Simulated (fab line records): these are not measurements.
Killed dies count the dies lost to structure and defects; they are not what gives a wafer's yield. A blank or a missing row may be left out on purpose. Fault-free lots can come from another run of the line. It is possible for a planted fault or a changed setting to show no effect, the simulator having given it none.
Split-lot experiment | flow n5_finfet | 21 wafers read from 7 lots, route of 1938 steps

ON THE SPLIT
At N5_DUMMY_GATE_EXPOSE_12 (exposes mask GATE, target cd 25 nm), the setting dose_mj was moved away from the recipe's 34 on 7 of the 21 wafers read, by +2.5% to +6.6%. This setting was run at the recipe's value on the other wafers.

FROM THE SPLIT TO THE READING: what the file shows between them, 2 steps
- N5_DUMMY_GATE_PEB_13: peb time 60 s
- N5_DUMMY_GATE_DEVELOP_14: develop time 30 s

THE READING
cd_nm at N5_DUMMY_GATE_CD_MEAS_15, given in nm (cd target 25.8 nm). Fault-free wafers of this fab line usually give 24.93 nm, standard deviation 0.25 nm.

wafer  | tool, chamber at the split | dose_mj as run | against the recipe | cd_nm, nm | against lot-mates on the recipe
L083.3 | euv_scanner-02, 0          | 34             | recipe             | 24.88     | -
L083.4 | euv_scanner-02, 0          | 34             | recipe             | 24.64     | -
L083.5 | euv_scanner-02, 0          | 34             | recipe             | 24.78     | -
L086.1 | euv_scanner-01, 0          | 34             | recipe             | 25.12     | -
L086.2 | euv_scanner-01, 0          | 36.26          | +6.6%              | 23.89     | -0.89
L086.5 | euv_scanner-01, 0          | 34             | recipe             | 24.45     | -
L087.1 | euv_scanner-02, 0          | 34             | recipe             | 25.01     | -
L087.2 | euv_scanner-02, 0          | 34             | recipe             | 24.92     | -
L087.6 | euv_scanner-02, 0          | 34.84          | +2.5%              | 24.09     | -0.88
L089.3 | euv_scanner-01, 0          | 36.17          | +6.4%              | 23.48     | -1.49
L089.5 | euv_scanner-01, 0          | 36.17          | +6.4%              | 23.91     | -1.06
L089.6 | euv_scanner-01, 0          | 34             | recipe             | 24.97     | -
L090.2 | euv_scanner-02, 0          | 34             | recipe             | 24.76     | -
L090.3 | euv_scanner-02, 0          | 36             | +5.9%              | 23.96     | -0.80
L090.6 | euv_scanner-02, 0          | 36             | +5.9%              | 23.92     | -0.84
L092.1 | euv_scanner-01, 0          | 34             | recipe             | 24.83     | -
L092.2 | euv_scanner-01, 0          | 34             | recipe             | 24.45     | -
L092.5 | euv_scanner-01, 0          | 35.07          | +3.1%              | 23.73     | -0.91
L096.1 | euv_scanner-02, 0          | 34             | recipe             | 25.07     | -
L096.3 | euv_scanner-02, 0          | 34             | recipe             | 24.88     | -
L096.5 | euv_scanner-02, 0          | 34             | recipe             | 25.17     | -

THE FIT
A straight line over all 21 wafers: cd_nm changes by -0.171 nm for each +1% of dose_mj; r = -0.88; the points scatter about the line by 0.25 nm.
The same after taking each lot's own level away (the mean of its wafers on the recipe; 21 wafers): -0.17 nm for each +1%; r = -0.90; scatter 0.23 nm.
The reading moves by 1.1 nm for the largest change in dose_mj, on that fit.
Measured against the standard deviation above, the lots' own levels, which go from 24.640 to 25.040 nm, span 1.6 times it.
The two slopes are in agreement: the lot-to-lot level therefore moves the slope only a little.
Check: with one of the wafers moved furthest among these (+6.6%) left out of the fit, the line predicts -1.23 nm for it against its lot-mates. Against them it came out at -0.895 nm.

THE OTHER SPLITS THESE WAFERS WENT THROUGH
These wafers also went through other splits before the reading. Each is held against what the fit with the lots' levels taken away leaves over:
other split on the same wafers            | wafers away from the commonest value | r with cd_nm (lot level and that fit taken away)
N5_ZERO_LAYER_PECVD_02 time_s             | 6                                    | -0.14
N5_PMOS_HMC_CHANNEL_EPI_EXPOSE_06 dose_mj | 9                                    | -0.38
N5_PMOS_HMC_CHANNEL_EPI_PEB_07 peb_time_s | 2                                    | +0.34
N5_DUMMY_GATE_COAT_28 spin_rpm            | 8                                    | -0.05

THE WHOLE CHAIN: every reading that the file lists as answering this split, in the file's order
step                     | what it does                                           | reading                                                           | change (the file's fit)               | r (the file's)
N5_DUMMY_GATE_CD_MEAS_15 | target cd 25.8 nm                                      | cd_nm                                                             | -0.177 nm for each +1% of the setting | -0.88
N5_DUMMY_GATE_TRIM_49    | chemistry O2, time 29 s, target cd 14 nm               | DUMMY_GATE.cd_nm (the simulator's own value, which no gauge read) | -0.179 nm for each +1% of the setting | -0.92
N5_DUMMY_GATE_ETCH_42    | etches SiO2 in CHF3/O2, target depth 3.5 nm, time 31 s | DUMMY_GATE.cd_nm (the simulator's own value, which no gauge read) | -0.187 nm for each +1% of the setting | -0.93

THE FILE'S OWN FIT
cd_nm changes by -0.177 nm for each +1% of dose_mj, r = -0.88.
